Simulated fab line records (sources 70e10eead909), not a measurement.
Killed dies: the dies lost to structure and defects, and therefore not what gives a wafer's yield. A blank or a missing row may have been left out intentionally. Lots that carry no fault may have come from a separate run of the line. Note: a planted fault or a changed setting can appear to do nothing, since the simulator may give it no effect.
A lot that was struck, set against a sound lot || flow nand_harc || 14 steps out of a route of 1159
Sound: wafers L986.1, L986.2, L986.4. Wafers L995.2, L995.3, L995.4 were the ones struck. The cause is given at the end.
Order at every step that has rows: each side's tool, ch and its chambers, its first start. Under that, the readings that differ: sound wafers || struck wafers || difference of the means || sigmas: that difference in standard deviations of wafers without a fault.
alike: readings with means less than 2 such deviations apart, plus words and numbers identical on both sides. not compared: withheld readings, readings lacking a value on some wafer, bounds such as >300 that could conceal the same value, and numbers that have no deviation in the record and whose values overlap.
The two part at a step that has a row with sigmas, a row that says differs or no value, or rows on one side only. Numbers that don't overlap but have no deviation are shown without sigmas and don't part them. A reading missing from all wafers of one side parts the sides only when that side holds two or more wafers.

first, 1 step without rows for these wafers: NHARC_A_SLIT_STRIP_28 (strips in O2/COS).
NHARC_A_SLIT_ETCH_29: etches the open film in CF4/O2, target depth 100 nm, overetch 10 nm, time 55 s.
  sound on rie_diel-04 ch 0,1,2, day 15 00:21; struck on rie_diel-07 ch 1,2,3, day 17 17:13
{"reading": "rf_hours_counter_h (h)", "sound": "2 3 1", "struck": "11 12 10", "difference": "+9", "sigmas": ""}
  alike: bias_w, drypump_motor_current_A, oes_ar_750_au, oes_product_au, rf_vpp_V, showerhead_plenum_p_Torr, throttle_valve_pct
NHARC_A_SLIT_STRIP_18: strips in O2.
  sound on rie_diel-04 ch 0,1,2; struck on rie_diel-07 ch 1,2,3
{"reading": "rf_hours_counter_h (h)", "sound": "3 1 2", "struck": "10 11 12", "difference": "+9", "sigmas": ""}
  alike: drypump_motor_current_A, oes_product_au, rf_vpp_V, showerhead_plenum_p_Torr, throttle_valve_pct
then, 2 steps without rows for these wafers: NHARC_A_SLIT_PRECLEAN_19 (cleans in SC1); NHARC_A_SLIT_SRD_20.
NHARC_A_SLIT_CD_MEAS_21:
  sound: cd_sem-02 at day 15 00:53; struck: cd_sem-03 at day 17 17:46
  alike: cd_nm
then, 3 steps without rows for these wafers: NHARC_A_SIN_REMOVE_WET_00 (chemistry H3PO4, time 15300 s); NHARC_A_SIN_REMOVE_PRECLEAN_01 (cleans in SC1); NHARC_A_SIN_REMOVE_SRD_02.
NHARC_A_SIN_REMOVE_INSPECT_04:
  sound: defect_inspect-01 at day 15 08:31; struck: defect_inspect-02 at day 18 01:28
  alike: raw_defect_count
NHARC_A_WL_FILL_ALD_00: deposits Al2O3, target thk 3 nm, pulse time 3 s, ald cycles 30.
  sound on ald_hk-02 ch 0,1,2, day 15 08:36; struck on ald_hk-04 ch 0,1,2, day 18 02:25
  alike: heater_power_w, precursor_pulse_height_rel
NHARC_A_WL_FILL_RTA_01: time 5 s.
  sound on rtp_anneal-01 ch 0, day 15 08:51; struck on rtp_anneal-02 ch 0, day 18 02:42
{"reading": "lamp_power_pct (%)", "sound": "31.2 31.2 31.2", "struck": "23.5 23.5 23.5", "difference": -7.7, "sigmas": -3}
{"reading": "wafer_temp_C_max", "sound": "1005.6 1003.8 1003.2", "struck": "966.1 966.1 964.9", "difference": -38.5, "sigmas": -39}
NHARC_A_WL_FILL_ALD_02: deposits TiN, target thk 2 nm, pulse time 3 s, ald cycles 100.
  sound on ald_metal-01 ch 0,2,3, day 15 09:04; struck on ald_metal-03 ch 2,3, day 18 02:53
  alike: heater_power_w, precursor_pulse_height_rel
-- break in the record here, with 4 days between the starts of the struck wafers on either side (left off in module A_WL_FILL, picked up again in module END, where the first step shown is number 1159 on the route) --
NHARC_END_SORT_01:
  sound on prober-02 ch 0, day 20 00:28; struck on prober-01 ch 0, day 22 11:11
  alike: killed_at_array, killed_at_other, killed_at_periphery, killed_dies, killed_open, killed_short

## WHERE THEY PART
Only at NHARC_A_WL_FILL_RTA_01, as far as this record shows. Later steps at which nothing parts them and some readings are alike: NHARC_A_WL_FILL_ALD_02, NHARC_END_SORT_01.

WHY: what had been put in by the simulator
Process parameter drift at NHARC_A_WL_FILL_RTA_01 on rtp_anneal-02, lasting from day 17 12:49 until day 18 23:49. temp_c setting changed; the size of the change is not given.
